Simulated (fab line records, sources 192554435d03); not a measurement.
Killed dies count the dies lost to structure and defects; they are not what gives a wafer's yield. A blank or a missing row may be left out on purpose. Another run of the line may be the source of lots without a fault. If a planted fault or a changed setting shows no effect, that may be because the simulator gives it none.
A lot that was struck, set against a sound lot / flow n5-finfet / 36 steps out of a route of 1938
Sound: these wafers, L986.1, L986.3, L986.5. Wafers L983.3, L983.4, L983.6 were the ones struck. The cause is named last.
Each step with rows lists, per side, the tool, then ch with its chambers, then its first start. Under that, the readings that differ: sound wafers / struck wafers / difference of the means / sigmas: that difference in standard deviations of wafers without a fault.
alike: words and numbers the same on both sides, and readings whose means are apart by under 2 such deviations; not compared: readings that were withheld, readings missing a value for some wafer, numbers with overlapping values and no deviation given by the record, and bounds like >300 which may hide the same value.
A row with sigmas, a row that says differs or no value, or rows on one side alone: a step with any of these is where the two part. Numbers that don't overlap but have no deviation are shown without sigmas and don't part them. Lack of a reading on every wafer of one side parts them only where that side has two or more wafers.

first, 9 steps without rows for these wafers: N5_BEOL_M4_ANNEAL_95 (time 240 s); N5_BEOL_M4_SPUTTER_96 (material Cu, target thk 4.5 nm, time 8.29 s); N5_BEOL_M4_ECD_50 (material Cu, target thk 300 nm); N5_BEOL_M4_ANNEAL_51 (time 90 s); N5_BEOL_M4_CMP_52 (polishes, stops on SiOC, t overpolish 6.8 s, target thk 40 nm); N5_BEOL_M4_PRE_CLEAN_60 (time 15 s); N5_BEOL_M4_CO_CAP_55 (material Co, precursor CCTBA/H2, target thk 2 nm, time 102.1 s); N5_BEOL_M4_PRE_CLEAN_56 (time 15 s); N5_BEOL_M4_DEP_57 (deposits SiCN from 3MS/NH3, target thk 8 nm, time 14 s).
N5_BEOL_M4_RC_MEAS_101:
  sound on prober-01 ch 0, day 11 10:19; struck on prober-02 ch 0, day 10 14:29
  alike: DIBL_N, DIBL_P, IOFF_N, IOFF_P, ION_N, ION_P, SS_N, SS_P, VT_N, VT_P
then, 24 steps without rows for these wafers: N5_BEOL_M5_ILD_DEP_00 (deposits SiCOH lowk from DEMS/porogen, target thk 140.64 nm, time 25.9 s); N5_BEOL_M5_CURE_79 (cures SiCOH lowk, time 240 s); N5_BEOL_M5_PECVD_70 (deposits SiO2 from TEOS/O2, target thk 16 nm, time 18 s); N5_BEOL_M5_HM_DEP_02 (deposits TiN, target thk 20 nm); N5_BEOL_M5_COAT_59 (time 60 s, resist thk 60 nm); N5_BEOL_M5_COAT_60 (time 60 s, resist thk 12 nm); N5_BEOL_M5_COAT_71 (time 60 s, resist thk 5 nm); N5_BEOL_M5_COAT_05 (resist thk 30 nm); N5_BEOL_M5_EBR_07; N5_BEOL_M5_SOFTBAKE_06 (time 60 s); N5_BEOL_M5_EXPOSE_08 (exposes mask M5, target cd 28 nm); N5_BEOL_M5_PEB_09 (peb time 60 s); N5_BEOL_M5_DEVELOP_10 (develop time 30 s); N5_BEOL_M5_DESCUM_16 (chemistry O2, time 7 s); N5_BEOL_M5_ETCH_72 (etches underlayer in N2/H2, target depth 6.5 nm, time 5.2 s); N5_BEOL_M5_ETCH_61 (etches SiARC in CF4, target depth 15.6 nm, time 26 s); N5_BEOL_M5_ETCH_62 (etches SOC in N2/H2, target depth 75 nm, overetch 15 nm, time 112.5 s); N5_BEOL_M5_STRIP_63 (strips in N2/H2); N5_BEOL_M5_STRIP_73 (strips in N2/H2); N5_BEOL_M5_STRIP_64 (strips in CF4); N5_BEOL_M5_HM_OPEN_17 (chemistry Cl2/BCl3, target TiN, target depth 20 nm, overetch 6 nm); N5_BEOL_M5_STRIP_19 (strips in O2); N5_BEOL_M5_COAT_65 (time 60 s, resist thk 60 nm); N5_BEOL_M5_COAT_66 (time 60 s, resist thk 12 nm).
N5_BEOL_M9_ETCH_41: etches SiCN in CH3F/O2, target depth 36.6 nm, time 70.1 s.
  sound on rie-diel-03 ch 0,1, day 13 05:55; struck on rie-diel-02 ch 1,2,3, day 12 10:37
  no value came back on the struck wafers for any of 8 readings (CH3F_flow_sccm (sccm), O2_flow_sccm (sccm) and others); on the sound wafers CH3F_flow_sccm (sccm) reads 29.93 30.01 29.88
  not compared: rf-hours-counter-h
-- here the record skips 3 days between the struck wafers' starts before and after, leaving off in module BEOL_M9 and picking up in module PASSIVATION (first step shown: number 1936 of the route) --
N5_PASSIVATION_PROBE_49:
  rows exist in the record for the struck wafers here (prober-01, day 15 02:26), but not for the sound ones

WHERE THEY PART
First at N5_BEOL_M9_ETCH_41; last, within this record, at N5_PASSIVATION_PROBE_49.

WHY: the cause the simulator had injected
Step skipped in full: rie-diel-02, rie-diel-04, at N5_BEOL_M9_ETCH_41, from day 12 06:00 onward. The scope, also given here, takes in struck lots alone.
